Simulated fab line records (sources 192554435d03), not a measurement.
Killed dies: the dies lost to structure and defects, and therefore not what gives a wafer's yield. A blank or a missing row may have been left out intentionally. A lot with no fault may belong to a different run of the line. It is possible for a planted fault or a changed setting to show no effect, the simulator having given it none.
fab line records	flow n5-finfet
[record] lots = 6	wafers = 18	last-day = 17
route steps=1938 shown BEOL_M8@1359
lots that met no fault: from a run of the same line without faults
start-h: start of the lot's first displayed wafer, in hours after the record's first day	wait-h: hours from the lot's prior step to this one	" repeats the value in the row above	L1.1+2: one row covering several wafers at once	- no value, or no start given	* or withheld: withheld	< > ~ a bound
route shown NAME@n: NAME is a module with steps in the file, n the number in the route of the first one	usual: average and standard deviation across the fault-free wafers	same: alike in all rows	chamber/n: place in a boat	sites: each site's reading	_std_site: standard deviation of those values	_edge_site: outer sites' mean less inner sites'	radius-mm: how far each site lies from the wafer's centre	mask NAME#n: copy n	behind: the tool/chamber that last shaped the wafer	hold: why the lot was held/for how many hours/how that ended	device: the n, p or np transistor that did not switch	end of line: the tests these same wafers got at the end of their route	a step without rows: its recipe alone	killed: count of dies lost to structure and defects at first sort (not the wafer's yield)	map: dies across one wafer; x = killed, . = not, _ = none there
set.NAME: setting as actually run; set.NAME@STEP: the setting as run at that earlier step	model.NAME: the simulator's own value behind a step, which no gauge read
certain route steps with their lots: each step a table, each wafer a row
services: from which hour (start-h, from the record's first day; less than 0 if before it) a tool's chamber was out of use, for how many hours, and why
[[steps]]
[step N5_BEOL_M8_COAT_22]
[recipe] resist = CAR-EUV	spin-rpm = 1500	resist-thk-nm = 30
[step N5_BEOL_M8_EBR_24]
[recipe] solvent = PGMEA	ebr-width-mm = 1.5
[step N5_BEOL_M8_SOFTBAKE_23]
[recipe] temp-c = 110	time-s = 60	resist = CAR-EUV
[step N5_BEOL_M8_EXPOSE_25]
[recipe] mask-id = V7	na = 0.33	source-shape = annular	sigma-inner = 0.4	sigma-outer = 0.8	polarization = unpolarized	target-cd-nm = 40	dose-mj = 42.5
[step N5_BEOL_M8_PEB_26]
[recipe] peb-temp-c = 100	peb-time-s = 60	resist = CAR-EUV
[step N5_BEOL_M8_DEVELOP_27]
[recipe] develop-time-s = 30	developer = TMAH	resist = CAR-EUV	rinse-liquid = surfactant-rinse	dry = air-spin	dev-temp-c = 23
[step N5_BEOL_M8_CD_MEAS_28]
[recipe] target-cd-nm = 40	landing-energy-ev = 500	detector = se-inlens
[usual] cd-nm = 40.04/0.24
lot.wafer	tool	chamber	start-h	wait-h	cd-nm
L175.2	cd-sem-01	0	210.17	-	39.71
L175.4	"	0	"	"	40.07
L175.6	"	0	"	"	39.91
L182.2	cd-sem-02	0	239.21	-	39.88
L182.4	"	0	"	"	40.21
L182.5	"	0	"	"	40.50
L193.1	cd-sem-02	0	300.90	-	39.88
L193.2	"	0	"	"	40.13
L193.3	"	0	"	"	40.24
L194.1	cd-sem-01	0	321.61	-	39.83
L194.5	"	0	"	"	40.34
L194.6	"	0	"	"	40.04
L196.3	cd-sem-03	0	332.58	-	40.02
L196.4	"	0	"	"	39.99
L196.5	"	0	"	"	39.94
L197.2	cd-sem-02	0	337.54	-	39.83
L197.4	"	0	"	"	39.92
L197.6	"	0	"	"	40.26
[step N5_BEOL_M8_OVL_MEAS_29]
[recipe] points-per-wafer = 522
[usual] V7_OVL = -0.3/0.6
lot.wafer	tool	chamber	start-h	wait-h	V7_OVL[nm]
L175.2	overlay-01	0	210.20	0.0	0.3
L175.4	"	0	"	"	-0.2
L175.6	"	0	"	"	1.0
L182.2	overlay-02	0	239.25	0.0	-0.2
L182.4	"	0	"	"	-0.7
L182.5	"	0	"	"	0.2
L193.1	overlay-01	0	300.93	0.0	0.0
L193.2	"	0	"	"	-0.8
L193.3	"	0	"	"	-0.7
L194.1	overlay-02	0	321.64	0.0	-1.2
L194.5	"	0	"	"	-0.8
L194.6	"	0	"	"	-0.1
L196.3	overlay-01	0	332.62	0.0	-0.7
L196.4	"	0	"	"	0.3
L196.5	"	0	"	"	-0.7
L197.2	overlay-01	0	337.57	0.0	-0.3
L197.4	"	0	"	"	-1.3
L197.6	"	0	"	"	-0.8
[step N5_BEOL_M8_INSPECT_30]
[recipe] mode = adi	inspect-instrument = brightfield
[usual] raw-defect-count = 402/83
lot.wafer	tool	chamber	start-h	wait-h	raw-defect-count
L175.2	defect-inspect-01	-	210.27	0.1	411
L175.4	"	-	"	"	408
L175.6	"	-	"	"	382
L182.2	defect-inspect-02	-	239.30	0.0	519
L182.4	"	-	"	"	351
L182.5	"	-	"	"	484
L193.1	defect-inspect-01	-	300.99	0.1	336
L193.2	"	-	"	"	334
L193.3	"	-	"	"	325
L194.1	defect-inspect-02	-	321.70	0.1	360
L194.5	"	-	"	"	315
L194.6	"	-	"	"	393
L196.3	defect-inspect-01	-	332.67	0.0	414
L196.4	"	-	"	"	522
L196.5	"	-	"	"	381
L197.2	defect-inspect-01	-	337.63	0.0	330
L197.4	"	-	"	"	337
L197.6	"	-	"	"	294
[step N5_BEOL_M8_DESCUM_33]
[recipe] chemistry = O2	time-s = 7	source-power-w = 50	bias-power-w = 20	pressure-mtorr = 20	rf-frequency-hz = 2.712e+07	temp-c = 40	resist = CAR-EUV	o2-flow-sccm = 225
[usual] drypump-motor-current-A = 5.5/0.52	oes-product-au = 0.79/0.08	rf-vpp-V = 243.1/1.6	showerhead-plenum-p-Torr = 2.09/0.075	throttle-valve-pct = 20.48/0.21
lot.wafer	tool	chamber	start-h	wait-h	drypump-motor-current-A	oes-product-au	rf-hours-counter-h	rf-vpp-V	showerhead-plenum-p-Torr	throttle-valve-pct
L175.2	rie-diel-06	3	210.35	0.1	4.9	0.80	90	242.8	2.03	20.19
L175.4	"	0	"	"	5.1	0.72	197	245.7	2.15	20.63
L175.6	"	3	"	"	4.9	0.80	-	241.0	2.03	20.20
L182.2	rie-diel-03	1	239.39	0.1	4.8	0.78	115	242.8	2.02	20.12
L182.4	"	3	"	"	5.8	0.90	37	244.4	2.14	20.48
L182.5	"	2	"	"	5.7	0.70	-	241.0	1.98	20.65
L193.1	rie-diel-06	0	301.08	0.1	5.0	0.69	230	244.0	2.14	20.66
L193.2	"	1	"	"	5.3	0.76	143	243.4	2.12	20.62
L193.3	"	2	"	"	5.2	0.76	156	241.8	2.02	20.66
L194.1	rie-diel-06	0	321.73	0.0	5.0	0.69	237	244.1	2.14	20.70
L194.5	"	2	"	"	5.2	0.75	-	240.8	2.01	20.68
L194.6	"	1	"	"	5.3	0.76	-	242.5	2.11	20.61
L196.3	rie-diel-01	3	332.70	0.0	6.5	0.78	104	244.1	2.20	20.26
L196.4	"	2	"	"	5.1	0.73	166	243.2	2.17	20.78
L196.5	"	1	"	"	5.8	0.85	-	243.9	2.04	20.33
L197.2	rie-diel-01	3	337.66	0.0	6.5	0.78	105	243.6	2.20	20.27
L197.4	"	2	"	"	5.1	0.74	167	244.5	2.17	20.79
L197.6	"	2	"	"	5.1	0.74	-	245.4	2.17	20.79
[step N5_BEOL_M8_ETCH_72]
[recipe] chemistry = N2/H2	target = underlayer	target-depth-a = 65	mask-material = CAR-EUV	time-s = 5.2	ion-energy-ev = 200	pressure-mtorr = 30	source-w = 840	bias-w = 150	n2-flow-sccm = 200	h2-flow-sccm = 200	ends = cleared
[usual] drypump-motor-current-A = 5.5/0.52	etch-rf-on-time-s = 5.19/0.13	oes-product-au = 0.67/0.067	rf-fwd-power-W = 819.6/2.6	rf-vpp-V = 523.7/2.8	showerhead-plenum-p-Torr = 2.54/0.092	throttle-valve-pct = 17.89/0.26
lot.wafer	tool	chamber	start-h	wait-h	drypump-motor-current-A	etch-rf-on-time-s	oes-product-au	rf-fwd-power-W	rf-hours-counter-h	rf-vpp-V	showerhead-plenum-p-Torr	throttle-valve-pct
L175.2	rie-diel-06	3	210.38	0.0	4.9	5.27	0.68	819.9	90	521.9	2.47	17.75
L175.4	"	0	"	"	5.1	5.18	0.62	824.2	197	526.8	2.63	18.22
L175.6	"	3	"	"	4.9	5.26	0.68	818.8	-	520.9	2.47	17.73
L182.2	rie-diel-03	1	239.42	0.0	4.9	5.26	0.67	820.6	115	524.0	2.45	17.45
L182.4	"	3	"	"	5.8	5.25	0.75	822.0	37	525.1	2.58	17.74
L182.5	"	2	"	"	5.8	5.23	0.59	817.4	-	519.2	2.40	18.06
L193.1	rie-diel-06	0	301.11	0.0	5.1	5.25	0.59	814.9	230	527.3	2.62	18.31
L193.2	"	1	"	"	5.4	5.20	0.65	820.4	143	524.5	2.53	17.81
L193.3	"	2	"	"	5.2	5.07	0.65	814.7	156	520.4	2.45	18.14
L194.1	rie-diel-06	0	321.77	0.0	5.1	5.19	0.59	821.1	237	526.9	2.61	18.26
L194.5	"	2	"	"	5.2	4.97	0.64	820.1	-	522.3	2.44	18.13
L194.6	"	1	"	"	5.4	5.14	0.64	819.0	-	524.0	2.53	17.84
L196.3	rie-diel-01	3	332.73	0.0	6.5	5.12	0.67	816.0	104	526.6	2.67	17.63
L196.4	"	2	"	"	5.1	5.41	0.62	820.2	166	526.8	2.65	18.31
L196.5	"	1	"	"	5.7	5.22	0.72	819.3	-	521.1	2.47	17.76
L197.2	rie-diel-01	3	337.70	0.0	6.5	5.11	0.68	817.1	105	528.4	2.67	17.65
L197.4	"	2	"	"	5.2	5.47	0.61	819.1	167	525.3	2.65	18.27
L197.6	"	2	"	"	5.1	5.34	0.61	821.2	-	527.3	2.65	18.28
[step N5_BEOL_M8_ETCH_65]
[recipe] chemistry = CF4	target = SiARC	target-depth-a = 156	mask-material = CAR-EUV	time-s = 26	ion-energy-ev = 80	pressure-mtorr = 40	source-w = 545	bias-w = 36	Ar_flow_sccm = 100	cf4-flow-sccm = 100	ends = cleared
[usual] drypump-motor-current-A = 5.5/0.52	etch-rf-on-time-s = 26.0/0.62	oes-product-au = 0.67/0.067	rf-fwd-power-W = 532.4/2	rf-vpp-V = 184.0/1.3	showerhead-plenum-p-Torr = 2.14/0.073	throttle-valve-pct = 15.62/0.25
lot.wafer	tool	chamber	start-h	wait-h	drypump-motor-current-A	etch-rf-on-time-s	oes-product-au	rf-fwd-power-W	rf-hours-counter-h	rf-vpp-V	showerhead-plenum-p-Torr	throttle-valve-pct
L175.2	rie-diel-06	3	210.40	0.0	4.9	26.5	0.68	530.7	90	182.6	2.07	15.23
L175.4	"	0	"	"	5.0	25.8	0.61	531.1	197	185.3	2.21	15.86
L175.6	"	3	"	"	4.9	26.6	0.68	533.3	-	183.1	2.07	15.25
L182.2	rie-diel-03	1	239.44	0.0	4.8	27.0	0.66	533.6	115	184.4	2.07	15.29
L182.4	"	3	"	"	5.8	26.4	0.75	529.0	37	185.2	2.17	15.54
L182.5	"	2	"	"	5.8	26.5	0.59	530.6	-	183.1	2.05	15.91
L193.1	rie-diel-06	0	301.13	0.0	5.1	26.4	0.59	531.3	230	187.0	2.20	15.92
L193.2	"	1	"	"	5.4	26.5	0.64	531.6	143	183.6	2.16	15.71
L193.3	"	2	"	"	5.2	25.4	0.66	533.6	156	182.3	2.05	15.76
L194.1	rie-diel-06	0	321.79	0.0	5.1	25.9	0.59	533.2	237	184.7	2.19	15.92
L194.5	"	2	"	"	5.2	24.9	0.66	530.9	-	182.6	2.05	15.75
L194.6	"	1	"	"	5.4	26.0	0.64	531.0	-	184.1	2.15	15.73
L196.3	rie-diel-01	3	332.75	0.0	6.5	25.3	0.68	530.8	104	185.5	2.25	15.41
L196.4	"	2	"	"	5.1	26.4	0.63	532.3	166	184.8	2.23	15.99
L196.5	"	1	"	"	5.7	25.5	0.73	536.4	-	183.8	2.09	15.47
L197.2	rie-diel-01	3	337.71	0.0	6.5	25.7	0.67	531.2	105	186.2	2.25	15.42
L197.4	"	2	"	"	5.1	27.2	0.62	532.5	167	185.8	2.22	15.99
L197.6	"	2	"	"	5.1	26.9	0.63	532.5	-	184.8	2.23	16.01
[step N5_BEOL_M8_ETCH_66]
[recipe] chemistry = N2/H2	target = SOC	target-depth-a = 800	overetch-a = 160	mask-material = SiARC	temp-c = 40	time-s = 120	ion-energy-ev = 200	pressure-mtorr = 30	source-w = 840	bias-w = 150	n2-flow-sccm = 200	h2-flow-sccm = 200
[usual] drypump-motor-current-A = 5.5/0.52	oes-product-au = 0.60/0.057	rf-fwd-power-W = 835/3.1	rf-vpp-V = 523.8/2.7	showerhead-plenum-p-Torr = 2.54/0.092	throttle-valve-pct = 17.85/0.25
lot.wafer	tool	chamber	start-h	wait-h	drypump-motor-current-A	oes-product-au	rf-fwd-power-W	rf-hours-counter-h	rf-vpp-V	showerhead-plenum-p-Torr	throttle-valve-pct	model.SiARC_of_BEOL_M8_COAT_64.thk-nm	model.BEOL_M8.cd-nm
L175.2	rie-diel-06	3	210.43	0.0	4.9	0.62	836	90	522.8	2.47	17.71	6.4	40
L175.4	"	0	"	"	5.1	0.55	838	197	526.4	2.63	18.19	6.6	39.8
L175.6	"	3	"	"	4.9	0.61	838	-	522.1	2.47	17.72	6.4	40
L182.2	rie-diel-03	1	239.47	0.0	4.8	0.61	836	115	521.6	2.45	17.43	6.6	40.4
L182.4	"	3	"	"	5.8	0.67	834	37	525.5	2.58	17.71	6.6	40.2
L182.5	"	2	"	"	5.8	0.54	835	-	520.9	2.40	18.03	6.4	40
L193.1	rie-diel-06	0	301.16	0.0	5.1	0.54	1039	230	489.9	2.62	18.24	6	40.6
L193.2	"	1	"	"	5.4	0.58	1038	143	486.1	2.53	17.78	5.6	40.6
L193.3	"	2	"	"	5.2	0.58	1038	156	484.5	2.45	18.09	5.4	40
L194.1	rie-diel-06	0	321.81	0.0	5.0	0.53	1036	237	489.8	2.61	18.26	5.8	40.6
L194.5	"	2	"	"	5.2	0.57	1038	-	484.3	2.44	18.10	5.4	40
L194.6	"	1	"	"	5.4	0.57	1037	-	487.4	2.53	17.80	5.6	40.4
L196.3	rie-diel-01	3	332.78	0.0	6.5	0.60	833	104	527.1	2.67	17.59	6.2	40.6
L196.4	"	2	"	"	5.2	0.57	832	166	527.5	2.65	18.23	6.8	40.4
L196.5	"	1	"	"	5.8	0.65	839	-	521.9	2.47	17.75	6.6	40.2
L197.2	rie-diel-01	3	337.74	0.0	6.5	0.60	834	105	527.9	2.67	17.59	6.2	40.2
L197.4	"	2	"	"	5.2	0.56	831	167	527.4	2.65	18.24	6.8	40
L197.6	"	2	"	"	5.1	0.57	833	-	527.8	2.65	18.23	6.8	40.2
[step N5_BEOL_M8_STRIP_69]
[recipe] chemistry = N2/H2	temp-c = 40	n2-flow-sccm = 200	h2-flow-sccm = 200	rf-frequency-hz = 6e+07
[step N5_BEOL_M8_STRIP_73]
[recipe] chemistry = N2/H2	temp-c = 40	n2-flow-sccm = 200	h2-flow-sccm = 200	rf-frequency-hz = 6e+07
[step N5_BEOL_M8_VIA_ETCH_34]
[recipe] chemistry = C4F6/O2	target = SiCOH_lowk	target-depth-a = 1255	mask-material = SOC	taper-deg = 4	time-s = 50.5	ion-energy-ev = 250	pressure-mtorr = 30	source-w = 345	bias-w = 185	Ar_flow_sccm = 300	C4F6_flow_sccm = 10	O2_flow_sccm = 10
[usual] drypump-motor-current-A = 5.5/0.52	oes-product-au = 0.79/0.08	rf-fwd-power-W = 341.2/1.6	rf-vpp-V = 666/9	showerhead-plenum-p-Torr = 2.84/0.096	throttle-valve-pct = 20.90/0.25
lot.wafer	tool	chamber	start-h	wait-h	drypump-motor-current-A	oes-product-au	rf-fwd-power-W	rf-hours-counter-h	rf-vpp-V	showerhead-plenum-p-Torr	throttle-valve-pct	model.BEOL_M8.cd-nm
L175.2	rie-diel-06	3	210.53	0.0	4.9	0.80	343.4	90	674	2.75	20.50	40.2
L175.4	"	0	"	"	5.0	0.73	342.3	197	650	2.93	21.11	39.8
L175.6	"	3	"	"	4.9	0.80	341.6	-	675	2.75	20.49	40
L182.2	rie-diel-03	1	239.57	0.0	4.8	0.78	343.1	115	663	2.77	20.63	40.4
L182.4	"	3	"	"	5.8	0.90	338.9	37	669	2.89	20.85	40.2
L182.5	"	2	"	"	5.7	0.69	341.1	-	668	2.71	21.16	39.8
L193.1	rie-diel-06	0	301.26	0.0	5.0	0.69	342.8	230	651	2.91	21.15	40.6
L193.2	"	1	"	"	5.4	0.75	342.0	143	676	2.87	21.00	40.6
L193.3	"	2	"	"	5.2	0.76	342.0	156	674	2.72	21.01	39.8
L194.1	rie-diel-06	0	321.91	0.0	5.1	0.69	340.5	237	650	2.91	21.15	40.4
L194.5	"	2	"	"	5.2	0.76	341.6	-	673	2.72	21.01	40
L194.6	"	1	"	"	5.4	0.74	342.0	-	677	2.86	21.04	40.4
L196.3	rie-diel-01	3	332.88	0.0	6.5	0.79	340.8	104	676	2.97	20.63	40.6
L196.4	"	2	"	"	5.1	0.74	340.0	166	656	2.97	21.34	40.2
L196.5	"	1	"	"	5.7	0.84	342.1	-	651	2.77	20.74	40.2
L197.2	rie-diel-01	3	337.84	0.0	6.5	0.78	340.0	105	675	2.97	20.63	40.2
L197.4	"	2	"	"	5.1	0.72	340.5	167	657	2.97	21.34	40
L197.6	"	2	"	"	5.1	0.73	340.2	-	657	2.97	21.33	40.2
[step N5_BEOL_M8_STRIP_76]
[recipe] chemistry = C4F6/O2	resist = SiARC	rf-frequency-hz = 6e+07
[[services]]
tool	chamber	start-h	hours	kind
rie-diel-03	0	187.82	10.9	repair
rie-diel-06	0	188.36	17.2	repair
rie-diel-03	1	213.27	14.2	repair
rie-diel-03	0	218.88	6.2	repair
rie-diel-06	1	254.91	6.7	repair
rie-diel-06	3	258.08	2.7	repair
rie-diel-03	0	272.04	-	clean
rie-diel-03	0	272.04	-	consumable-replace:focus-ring
rie-diel-03	0	272.04	22.2	scheduled-down
rie-diel-03	0	272.04	22.2	vent-cycle
rie-diel-03	2	294.28	-	clean
rie-diel-03	2	294.28	-	consumable-replace:focus-ring
rie-diel-03	2	294.28	-	consumable-replace:showerhead
rie-diel-03	2	294.28	25.3	scheduled-down
rie-diel-03	2	294.28	25.3	vent-cycle
rie-diel-01	0	299.89	-	clean
rie-diel-01	0	299.89	-	consumable-replace:focus-ring
rie-diel-01	0	299.89	15.7	scheduled-down
rie-diel-01	0	299.89	15.7	vent-cycle
rie-diel-06	2	336.84	9.5	repair
[[key]]
[first-sign] step = N5_BEOL_M8_ETCH_66	reading = rf-fwd-power-W	direction = up	sigmas = 64	usual = *	struck = *
[effect] step = N5_BEOL_M8_ETCH_66	reading = rf-vpp-V	direction = down	sigmas = 14	usual = 523.8	struck = 487.0
[model-effect] step = N5_BEOL_M8_ETCH_66	value = SiARC_of_BEOL_M8_COAT_64.thk-nm	without = 6.367	struck = 5.633
[model-effect] step = N5_BEOL_M8_VIA_ETCH_34	value = BEOL_M8.cd-nm	without = 39.73	struck = 40.3
met-at N5_BEOL_M8_ETCH_66
struck-wafers L193.1,L193.2,L193.3,L194.1,L194.5,L194.6
onset-between 210.43 301.16
[fault] kind = process-parameter-drift	tool = rie-diel-06	chamber = -	onset-h = 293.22	steps = N5_BEOL_M8_ETCH_66	channel = source-w	offset = 201.6	shape = step	end-h = 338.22	acts-in = these-recipes-only	stated = 840
